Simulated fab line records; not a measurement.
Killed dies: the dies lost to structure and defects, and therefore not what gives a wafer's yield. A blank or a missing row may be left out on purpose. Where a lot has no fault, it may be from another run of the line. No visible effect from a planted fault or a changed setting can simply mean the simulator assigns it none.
One fault seen from 3 desks || flow n5 finfet || each desk holds nothing but its own numbers, with what lay behind them at the end

THE DEFECT DESK
Lot by lot, what the route's inspections counted, given as the mean of those sampled wafers with a number. Marked OUT: a lot whose mean sits more than 4 standard deviations from the usual mean, which makes it out of limits; the brackets give that distance.
Columns: A = raw defect count at N5_DUMMY_REMOVAL_INSPECT_06, usual 11; B = raw defect count at N5_HKMG_FIN_INSPECT_61, usual 2.1
{"lot": "L127", "first seen here": "day 4 19:14", "A": 11, "B": 2.0}
{"lot": "L129", "first seen here": "day 5 05:29", "A": 8, "B": 2.3}
{"lot": "L134", "first seen here": "day 6 09:50", "A": 17, "B": 1.0}
{"lot": "L140", "first seen here": "day 7 23:39", "A": 9, "B": 3.3}
{"lot": "L144", "first seen here": "day 9 03:49", "A": 9, "B": 6.0}
{"lot": "L147", "first seen here": "day 10 03:05", "A": 9, "B": 2.0}
Finding of this desk: none of the 6 lots has anything out of limits.

THE METROLOGY DESK
Lot by lot, what the gauges showed, no matter which tool ran the lot: averages of those sampled wafers that carry a number. Marked OUT: a lot whose mean sits more than 4 standard deviations from the usual mean, which makes it out of limits; the brackets give that distance.
Columns: A = cd nm at N5_HKMG_FIN_CD_MEAS_49, usual 202.3 nm; B = NDIPOLE_OVL at N5_HKMG_FIN_OVL_MEAS_50, usual 0.0 nm
{"lot": "L127", "first seen here": "day 4 20:34", "A": 201.4, "B": -1.4}
{"lot": "L129", "first seen here": "day 5 06:40", "A": 202.0, "B": 0.4}
{"lot": "L134", "first seen here": "day 6 11:16", "A": 202.7, "B": -0.2}
{"lot": "L140", "first seen here": "day 8 01:10", "A": 203.2, "B": 0.1}
{"lot": "L144", "first seen here": "day 9 05:18", "A": 201.6, "B": -0.7}
{"lot": "L147", "first seen here": "day 10 04:30", "A": 200.6, "B": -0.5}
Finding of this desk: none of the 6 lots has anything out of limits.

FOR THE TOOL OWNER'S DESK: ald hk-02
The tool's own readings at N5_HKMG_FIN_ALD_75 (deposits Al2O3, target thk 1 nm, co reactant pulse time 1 s): means of the sampled wafers that have a number, for each lot that ran on this tool. Marked OUT: a lot whose mean sits more than 4 standard deviations from the usual mean, which makes it out of limits; the brackets give that distance.
Columns: A = heater power w at N5_HKMG_FIN_ALD_75, usual 149 W; B = precursor pulse height rel at N5_HKMG_FIN_ALD_75, usual 1.000
{"lot": "L127", "first seen here": "day 4 20:07", "A": 152, "B": 1.007}
{"lot": "L140", "first seen here": "day 8 00:41", "A": 143, "B": 1.004}
{"lot": "L144", "first seen here": "day 9 04:50", "A": 146, "B": 0.968}
Finding of this desk: none of the 3 lots has anything out of limits.

BROUGHT TOGETHER
No out-of-limits result turned up at the defect desk.
Metrology desk: nothing out of limits seen.
The tool owner's desk saw nothing out of limits.

WHAT HAD BEEN PUT IN BY THE SIMULATOR
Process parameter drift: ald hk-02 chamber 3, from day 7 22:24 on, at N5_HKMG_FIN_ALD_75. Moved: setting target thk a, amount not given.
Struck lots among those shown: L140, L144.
